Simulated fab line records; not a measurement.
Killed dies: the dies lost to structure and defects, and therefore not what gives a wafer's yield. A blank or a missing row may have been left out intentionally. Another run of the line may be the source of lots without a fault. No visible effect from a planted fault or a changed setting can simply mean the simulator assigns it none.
Chamber matching / flow n5-finfet / rie-diel-06 running N5_BEOL_M1_STRIP_66: 4 sister chambers
The step strips in CF4. 8 wafers are shown with their chamber, then 10 later ones without.

== EACH WAFER AND ITS CHAMBER ==
wafer=L074.5; chamber=3; throttle-valve-pct (%)=13.66; showerhead-plenum-p-Torr (Torr)=1.73
wafer=L081.2; chamber=2; throttle-valve-pct (%)=13.30; showerhead-plenum-p-Torr (Torr)=1.87
wafer=L081.3; chamber=1; throttle-valve-pct (%)=13.88; showerhead-plenum-p-Torr (Torr)=1.71
wafer=L087.1; chamber=2; throttle-valve-pct (%)=13.36; showerhead-plenum-p-Torr (Torr)=1.86
wafer=L087.3; chamber=3; throttle-valve-pct (%)=13.69; showerhead-plenum-p-Torr (Torr)=1.73
wafer=L087.6; chamber=0; throttle-valve-pct (%)=13.24; showerhead-plenum-p-Torr (Torr)=1.84
wafer=L089.2; chamber=0; throttle-valve-pct (%)=13.24; showerhead-plenum-p-Torr (Torr)=1.84
wafer=L089.3; chamber=1; throttle-valve-pct (%)=13.36; showerhead-plenum-p-Torr (Torr)=1.91

== WAFERS MISSING THEIR CHAMBER ==
wafer=L089.4; throttle-valve-pct (%)=13.70; showerhead-plenum-p-Torr (Torr)=1.73
wafer=L094.1; throttle-valve-pct (%)=13.27; showerhead-plenum-p-Torr (Torr)=1.84
wafer=L094.2; throttle-valve-pct (%)=13.36; showerhead-plenum-p-Torr (Torr)=1.91
wafer=L094.5; throttle-valve-pct (%)=13.27; showerhead-plenum-p-Torr (Torr)=1.84
wafer=L095.2; throttle-valve-pct (%)=13.72; showerhead-plenum-p-Torr (Torr)=1.72
wafer=L095.3; throttle-valve-pct (%)=13.37; showerhead-plenum-p-Torr (Torr)=1.91
wafer=L095.4; throttle-valve-pct (%)=13.27; showerhead-plenum-p-Torr (Torr)=1.83
wafer=L097.2; throttle-valve-pct (%)=13.39; showerhead-plenum-p-Torr (Torr)=1.91
wafer=L097.4; throttle-valve-pct (%)=13.72; showerhead-plenum-p-Torr (Torr)=1.72
wafer=L097.5; throttle-valve-pct (%)=13.39; showerhead-plenum-p-Torr (Torr)=1.86

== WHICH CHAMBER EACH ONE RAN IN ==
wafer=L089.4; from the rows above=can't be placed: 3 or 1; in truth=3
wafer=L094.1; from the rows above=can't be placed: 0 or 2 or 1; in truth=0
wafer=L094.2; from the rows above=can't be placed: 2 or 0 or 1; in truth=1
wafer=L094.5; from the rows above=can't be placed: 0 or 2 or 1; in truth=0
wafer=L095.2; from the rows above=can't be placed: 3 or 1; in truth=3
wafer=L095.3; from the rows above=can't be placed: 2 or 0 or 1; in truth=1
wafer=L095.4; from the rows above=can't be placed: 0 or 2 or 1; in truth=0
wafer=L097.2; from the rows above=can't be placed: 2 or 0 or 1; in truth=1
wafer=L097.4; from the rows above=can't be placed: 3 or 1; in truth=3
wafer=L097.5; from the rows above=can't be placed: 2 or 0 or 1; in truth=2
Correctly placed: 0 of 10. Cannot be placed on the basis of these rows: 10; the candidates contain the true chamber in 10. 0 placed wrongly.
How it was worked out, from the rows above alone: a wafer's distance from a chamber is the root of the sum, over the readings, of the square of ((its reading less the chamber's mean) divided by the reading's scatter). The wafer belongs to the nearest chamber; if the next one is less than 2 further off, it can't be placed. For every chamber, the mean is computed from those of its wafers that are shown. The scatter: take each reading less its chamber's mean, square it, sum over the shown wafers, divide by the number of wafers less the number of chambers, and take the root.
